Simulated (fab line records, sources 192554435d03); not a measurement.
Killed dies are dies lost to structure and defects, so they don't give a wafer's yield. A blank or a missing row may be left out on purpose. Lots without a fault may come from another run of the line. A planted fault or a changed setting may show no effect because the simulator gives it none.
One fault seen from 3 desks | flow n5_finfet | each desk has only its own numbers; what lay behind them comes last

THE METROLOGY DESK
What the gauges read, lot by lot, whatever tool the lot ran on: means of the sampled wafers that have a number. A lot is out of limits, marked OUT, if its mean lies more than 4 standard deviations from the usual mean; the brackets give that distance. Of its 10 readings 7 are shown: those that lie furthest out on some lot.
Columns: A = DIBL_N at N5_BEOL_M4_RC_MEAS_101, usual 36.4 mV/V; B = DIBL_P at N5_BEOL_M4_RC_MEAS_101, usual 35.8 mV/V; C = IOFF_N at N5_BEOL_M4_RC_MEAS_101, usual 0.158 nA/um; D = ION_N at N5_BEOL_M4_RC_MEAS_101, usual 676 uA/um; E = SS_N at N5_BEOL_M4_RC_MEAS_101, usual 71.5 mV/dec; F = SS_P at N5_BEOL_M4_RC_MEAS_101, usual 73.4 mV/dec; G = VT_P at N5_BEOL_M4_RC_MEAS_101, usual -250 mV
lot  | first seen here | A    | B    | C     | D   | E    | F    | G
L271 | day 9 10:07     | 36.0 | 34.5 | 0.144 | 671 | 71.0 | 72.8 | -248
L274 | day 10 10:00    | 37.9 | 35.2 | 0.161 | 668 | 71.4 | 73.5 | -248
L281 | day 12 13:23    | 37.3 | 37.5 | 0.164 | 658 | 71.4 | 73.6 | -252
L282 | day 12 22:10    | 38.0 | 38.0 | 0.196 | 673 | 72.4 | 73.5 | -251
L285 | day 13 14:38    | 36.9 | 35.6 | 0.172 | 695 | 71.6 | 73.6 | -248
L288 | day 14 12:54    | 37.7 | 37.0 | 0.166 | 680 | 72.1 | 73.9 | -255
L292 | day 15 10:16    | 32.5 | 32.4 | 0.121 | 674 | 71.3 | 72.4 | -252
This desk's finding: nothing out of limits on any of the 7 lots.

THE DEFECT DESK
What the inspections along the route counted, lot by lot: means of the sampled wafers that have a number. A lot is out of limits, marked OUT, if its mean lies more than 4 standard deviations from the usual mean; the brackets give that distance.
Columns: A = raw_defect_count at N5_FIN_CUT_INSPECT_17, usual 218
lot  | first seen here | A
L271 | day 2 17:39     | 230
L274 | day 3 10:52     | 259
L281 | day 5 08:19     | 194
L282 | day 5 11:13     | 274
L285 | day 6 04:49     | 210
L288 | day 6 22:31     | 315
L292 | day 7 22:31     | 213
This desk's finding: nothing out of limits on any of the 7 lots.

THE TOOL OWNER'S DESK: ald_sin-01
The tool's own readings at N5_STI_FIN_REVEAL_ALD_00 (deposits SiO2, target thk 1 nm, pulse time 1 s): means of the sampled wafers that have a number, for each lot that ran on this tool. A lot is out of limits, marked OUT, if its mean lies more than 4 standard deviations from the usual mean; the brackets give that distance.
Columns: A = heater_power_w at N5_STI_FIN_REVEAL_ALD_00, usual 487 W; B = precursor_pulse_height_rel at N5_STI_FIN_REVEAL_ALD_00, usual 1.000
lot  | first seen here | A   | B
L271 | day 2 17:41     | 473 | 0.997
L281 | day 5 09:07     | 456 | 1.004
L282 | day 5 11:14     | 488 | 0.990
L285 | day 6 04:52     | 468 | 1.002
This desk's finding: nothing out of limits on any of the 4 lots.

PUT TOGETHER
The metrology desk saw nothing out of limits.
The defect desk saw nothing out of limits.
The tool owner's desk saw nothing out of limits.

WHAT THE SIMULATOR HAD PUT IN
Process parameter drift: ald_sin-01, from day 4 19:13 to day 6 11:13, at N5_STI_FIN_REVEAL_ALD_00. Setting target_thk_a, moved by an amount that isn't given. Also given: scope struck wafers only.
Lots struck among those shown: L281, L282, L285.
